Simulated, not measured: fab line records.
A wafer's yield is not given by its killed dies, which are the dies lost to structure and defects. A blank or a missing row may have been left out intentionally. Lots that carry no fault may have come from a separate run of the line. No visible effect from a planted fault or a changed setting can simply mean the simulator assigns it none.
Matching of chambers | flow n5_finfet | N5_BEOL_M1_DESCUM_33 on rie_diel-02 has 4 sister chambers
The step chemistry O2, time 7 s. 4 wafers are shown with their chamber, then 7 later ones without.

WAFERS, EACH WITH ITS CHAMBER
wafer  | chamber | showerhead_plenum_p_Torr (Torr)
L078.2 | 1       | 1.98
L078.3 | 0       | 2.14
L084.1 | 3       | 2.07
L084.3 | 2       | 2.06

WAFERS WITH NO CHAMBER GIVEN
wafer  | showerhead_plenum_p_Torr (Torr)
L084.4 | 2.06
L088.2 | 1.98
L088.3 | 2.05
L088.6 | 1.98
L095.2 | 1.97
L095.5 | 2.06
L095.6 | 1.97

WHICH CHAMBER EACH WENT THROUGH
wafer  | from the rows above     | in truth
L084.4 | can't be placed: 2 or 3 | 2
L088.2 | 1                       | 1
L088.3 | can't be placed: 2 or 3 | 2
L088.6 | 1                       | 1
L095.2 | 1                       | 1
L095.5 | can't be placed: 2 or 3 | 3
L095.6 | 1                       | 1
4 of 7 placed correctly. Cannot be placed on the basis of these rows: 3; the candidates contain the true chamber in 3. Number placed wrongly: 0.
How it was worked out, from the rows above alone: a wafer's distance from a chamber is the root of the sum, over the readings, of the square of ((its reading less the chamber's mean) divided by the reading's scatter). The wafer belongs to the nearest chamber; if the next one is less than 2 further off, it can't be placed. For every chamber, the mean is computed from those of its wafers that are shown. The scatter: with one shown wafer a chamber, the root of the mean of the squares of how far each hidden wafer lies from its nearest shown one.
